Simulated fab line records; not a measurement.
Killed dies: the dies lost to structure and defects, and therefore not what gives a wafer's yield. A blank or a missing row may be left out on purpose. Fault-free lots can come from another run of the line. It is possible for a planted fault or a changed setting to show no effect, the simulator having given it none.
Matching of chambers | flow n5_finfet | N5_BEOL_M1_DESCUM_16 on rie_diel-01 has 4 sister chambers
The step chemistry O2, time 7 s. 16 wafers are shown with their chamber, then 8 later ones without.

== WAFERS WITH THEIR CHAMBER ==
wafer  | chamber | showerhead_plenum_p_Torr (Torr) | throttle_valve_pct (%) | drypump_motor_current_A (A)
L078.2 | 0       | 2.13                            | 20.10                  | 5.7
L078.5 | 1       | 2.19                            | 20.24                  | 6.0
L078.6 | 0       | 2.13                            | 20.09                  | 5.7
L079.2 | 1       | 2.19                            | 20.24                  | 5.9
L079.3 | 0       | 2.13                            | 20.11                  | 5.7
L079.6 | 0       | 2.13                            | 20.09                  | 5.7
L080.2 | 2       | 2.11                            | 20.08                  | 5.7
L080.3 | 3       | 1.93                            | 20.50                  | 5.6
L080.4 | 2       | 2.11                            | 20.07                  | 5.7
L083.1 | 2       | 2.11                            | 20.07                  | 5.7
L083.5 | 3       | 1.92                            | 20.50                  | 5.6
L083.6 | 1       | 2.19                            | 20.26                  | 6.0
L084.1 | 1       | 2.18                            | 20.27                  | 6.0
L084.5 | 3       | 1.92                            | 20.52                  | 5.5
L084.6 | 2       | 2.11                            | 20.09                  | 5.7
L088.3 | 0       | 2.13                            | 20.12                  | 5.7

SIGNATURES (means of the wafers above)
reading                  | chamber 0 | chamber 1 | chamber 2 | chamber 3 | scatter within a chamber
showerhead_plenum_p_Torr | 2.1300    | 2.1875    | 2.1100    | 1.9233    | 0.00344
throttle_valve_pct       | 20.1020   | 20.2525   | 20.0775   | 20.5067   | 0.0126
drypump_motor_current_A  | 5.700     | 5.975     | 5.700     | 5.567     | 0.0344
Rule: a wafer lies at a distance from a chamber equal to the root of the sum of squares, over the readings, of (its reading less the chamber's mean, divided by the reading's scatter). If the next closest chamber is less than 2 further off than the closest, the wafer can't be placed; otherwise it belongs to the closest. The scatter: take each reading less its chamber's mean, square it, sum over the shown wafers, divide by the number of wafers less the number of chambers, and take the root.

== WAFERS WITHOUT THEIR CHAMBER ==
wafer  | showerhead_plenum_p_Torr (Torr) | throttle_valve_pct (%) | drypump_motor_current_A (A)
L088.4 | 2.18                            | 20.27                  | 6.0
L088.6 | 2.11                            | 20.09                  | 5.7
L093.1 | 2.12                            | 20.12                  | 5.7
L093.3 | 2.18                            | 20.29                  | 6.0
L093.6 | 2.12                            | 20.14                  | 5.7
L097.4 | 1.91                            | 20.56                  | 5.5
L097.5 | 2.12                            | 20.13                  | 5.7
L097.6 | 2.17                            | 20.31                  | 6.0

== WHICH CHAMBER EACH ONE RAN IN ==
wafer  | from the rows above     | in truth
L088.4 | 1                       | 1
L088.6 | 2                       | 2
L093.1 | can't be placed: 0 or 2 | 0
L093.3 | 1                       | 1
L093.6 | can't be placed: 0 or 2 | 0
L097.4 | 3                       | 3
L097.5 | can't be placed: 0 or 2 | 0
L097.6 | 1                       | 1
Correct placement for 5 of the 8. Unplaceable from these rows: 3, with the true chamber sitting among the candidates in 3. 0 placed wrongly.
